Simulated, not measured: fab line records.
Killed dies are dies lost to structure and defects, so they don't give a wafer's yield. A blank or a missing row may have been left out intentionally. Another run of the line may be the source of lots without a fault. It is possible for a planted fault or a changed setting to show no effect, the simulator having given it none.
Split-lot study	flow n5_finfet	route with 1938 steps; 7 lots, 21 wafers read

== SPLIT DETAILS ==
At N5_BEOL_M5_TRENCH_ETCH_37 (etches SiCOH lowk in C4F6/O2, target depth 71.652 nm, time 24.7 s), the setting source_w was moved away from the recipe's 345 W on 7 of the 21 wafers read, by -6.6% to +17.9%. The other wafers ran this setting at the recipe's value.

== FROM THE SPLIT TO THE READING: what the file shows between them, 2 steps ==
- N5_BEOL_M5_ETCH_41: etches SiCN in CH3F/O2, target depth 31.5 nm, time 56.7 s
- N5_BEOL_M5_STRIP_91: strips in N2/H2, time 10 s

== THE READING ==
trench_depth_nm, in nm, at N5_BEOL_M5_OCD_MEAS_38. On this fab line, fault-free wafers typically give 71.6 nm with a standard deviation of 0.99 nm.

wafer	tool, chamber at the split	source_w as run, W	against the recipe	trench_depth_nm, nm	against lot-mates on the recipe
L079.1	rie_diel-06, 1	322.4	-6.6%	70.1	-2.1
L079.4	rie_diel-06, 2	345	recipe	71.2	-
L079.6	rie_diel-06, 0	345	recipe	73.1	-
L080.1	rie_diel-02, 2	345	recipe	70.9	-
L080.5	rie_diel-02, 0	345	recipe	71.7	-
L080.6	rie_diel-02, 3	345	recipe	71.1	-
L082.1	rie_diel-02, 0	345	recipe	71.9	-
L082.2	rie_diel-02, 3	345	recipe	71.9	-
L082.6	rie_diel-02, 0	345	recipe	72.5	-
L084.2	rie_diel-03, 0	345	recipe	70.8	-
L084.3	rie_diel-03, 2	325.2	-5.7%	70.2	-0.6
L084.4	rie_diel-03, 2	325.2	-5.7%	71.0	+0.2
L089.3	rie_diel-02, 0	345	recipe	71.5	-
L089.4	rie_diel-02, 1	345	recipe	70.5	-
L089.5	rie_diel-02, 0	345	recipe	70.6	-
L087.1	rie_diel-06, 1	381.9	+10.7%	75.2	+3.4
L087.4	rie_diel-06, 2	345	recipe	71.8	-
L087.6	rie_diel-06, 3	381.9	+10.7%	74.8	+3.0
L095.1	rie_diel-02, 1	406.7	+17.9%	75.5	+3.9
L095.3	rie_diel-02, 0	345	recipe	71.6	-
L095.6	rie_diel-02, 1	406.7	+17.9%	75.2	+3.6

FIT RESULTS
A straight line over all 21 wafers: trench_depth_nm changes by +0.233 nm for each +1% of source_w; r = +0.91; the points scatter about the line by 0.71 nm.
The same after taking each lot's own level away (the mean of its wafers on the recipe; 21 wafers): +0.218 nm for each +1%; r = +0.93; scatter 0.61 nm.
On that fit, the largest move of source_w shifts the reading by 3.9 nm.
From 70.80 to 72.15 nm: that is the span of the lots' own levels, equal to 1.4 times the standard deviation above.
So the lot-to-lot level changes the slope little: the two slopes agree.
Check: +4.1 nm against its lot-mates is what the line predicts for one of the wafers moved furthest among these (+17.9%) when that wafer is left out of the fit. It came out at +3.9 nm against them.

== THE WHOLE CHAIN: every reading that the file lists as answering this split, in the file's order ==
step	what it does	reading	change (the file's fit)	r (the file's)
N5_BEOL_M5_TRENCH_ETCH_37	etches SiCOH lowk in C4F6/O2, target depth 71.652 nm, time 24.7 s	etch.depth_nm (the simulator's own value, which no gauge read)	+0.215 nm for each +1% of the setting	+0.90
N5_BEOL_M5_TRENCH_ETCH_37	etches SiCOH lowk in C4F6/O2, target depth 71.652 nm, time 24.7 s	BEOL_M5.feature_depth_nm (the simulator's own value, which no gauge read)	+0.22 nm for each +1% of the setting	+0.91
N5_BEOL_M5_OCD_MEAS_38		trench_depth_nm	+0.225 nm for each +1% of the setting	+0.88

== THE FILE'S OWN FIT ==
trench_depth_nm changes by +0.225 nm for each +1% of source_w, r = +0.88.
